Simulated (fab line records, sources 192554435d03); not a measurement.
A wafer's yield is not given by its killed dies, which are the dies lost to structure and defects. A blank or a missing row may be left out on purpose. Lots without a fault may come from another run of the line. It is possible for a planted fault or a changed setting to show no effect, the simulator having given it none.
Split-lot experiment -- flow n5 finfet -- 21 wafers read across 7 lots, on a route 1938 steps long

## ABOUT THE SPLIT
At N5_BEOL_M5_ILD_DEP_00 (deposits SiCOH lowk from DEMS/porogen, target thk 140.64 nm, time 25.9 s), the setting time s was moved away from the recipe's 25.9 s on 3 of the 21 wafers read, by -8.3% to +8.5%. For the rest of the wafers, this setting stayed at what the recipe calls for.

## FROM SPLIT TO READING: 1 step shown by the file between the two
- N5_BEOL_M5_CURE_79: cures SiCOH lowk, time 240 s

## THE READING
Values of M5_ILD_THK in nm from N5_BEOL_M5_THK_MEAS_01. On this fab line, fault-free wafers typically give 121.6 nm with a standard deviation of 1.7 nm.

wafer,"tool, chamber at the split","time s as run, s",against the recipe,"M5_ILD_THK, nm",against lot-mates on the recipe
L074.2,"pecvd-01, 0",25.9,recipe,120.9,-
L074.3,"pecvd-01, 1",25.9,recipe,124.8,-
L074.5,"pecvd-01, 0",25.9,recipe,121.3,-
L086.3,"pecvd-01, 1",25.9,recipe,121.1,-
L086.5,"pecvd-01, 2",25.9,recipe,125.5,-
L086.6,"pecvd-01, 1",28.11,+8.5%,132.2,+8.9
L081.1,"pecvd-03, 2",25.9,recipe,120.1,-
L081.2,"pecvd-03, 1",25.9,recipe,122.0,-
L081.4,"pecvd-03, 1",25.9,recipe,123.3,-
L090.2,"pecvd-03, 0",25.9,recipe,121.1,-
L090.3,"pecvd-03, 2",25.9,recipe,118.7,-
L090.6,"pecvd-03, 0",25.9,recipe,123.6,-
L089.3,"pecvd-04, 0",23.75,-8.3%,113.0,-10.6
L089.4,"pecvd-04, 2",25.9,recipe,122.9,-
L089.6,"pecvd-04, 0",25.9,recipe,124.2,-
L087.3,"pecvd-01, 1",24.64,-4.9%,115.0,-7.8
L087.4,"pecvd-01, 0",25.9,recipe,121.9,-
L087.5,"pecvd-01, 2",25.9,recipe,123.7,-
L093.3,"pecvd-03, 1",25.9,recipe,119.8,-
L093.4,"pecvd-03, 0",25.9,recipe,121.1,-
L093.6,"pecvd-03, 2",25.9,recipe,122.5,-

THE FIT
A straight line over all 21 wafers: M5_ILD_THK changes by +1.19 nm for each +1% of time s; r = +0.89; the points scatter about the line by 1.8 nm.
The same after taking each lot's own level away (the mean of its wafers on the recipe; 21 wafers): +1.21 nm for each +1%; r = +0.91; scatter 1.6 nm.
According to that fit, moving time s by its largest amount changes the reading by 10 nm.
Across the lots, their own levels run from 121.13 to 123.55 nm, a range of 1.4 times the standard deviation given above.
Hence the lot-to-lot level has little effect on the slope; both slopes agree.
Check: +11.5 nm against its lot-mates is what the line predicts for one of the wafers moved furthest among these (+8.5%) when that wafer is left out of the fit. It came out at +8.9 nm against them.

## FURTHER SPLITS ON THESE WAFERS
Other splits were also applied to these wafers ahead of the reading. Each is held against what the fit with the lots' levels taken away leaves over:
other split on the same wafers,wafers away from the commonest value,r with M5_ILD_THK (lot level and that fit taken away)
N5_BEOL_M3_EXPOSE_08 dose mj,5,+0.02
N5_BEOL_M4_PECVD_72 temp c,6,+0.21

## THE WHOLE CHAIN: every reading that the file lists as answering this split, in the file's order
step,what it does,reading,change (the file's fit),r (the file's)
N5_BEOL_M5_ILD_DEP_00,"deposits SiCOH lowk from DEMS/porogen, target thk 140.64 nm, time 25.9 s","SiCOH_lowk_of_BEOL_M5_ILD_DEP_00.thk nm (the simulator's own value, which no gauge read)",+1.42 nm for each +1% of the setting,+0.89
N5_BEOL_M5_CURE_79,"cures SiCOH lowk, time 240 s","SiCOH_lowk_of_BEOL_M5_ILD_DEP_00.thk nm (the simulator's own value, which no gauge read)",+1.22 nm for each +1% of the setting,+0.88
N5_BEOL_M5_THK_MEAS_01,,M5_ILD_THK,+1.22 for each +1% of the setting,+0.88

## FILE'S OWN FIT
M5_ILD_THK changes by +1.22 nm for each +1% of time s, r = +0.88.
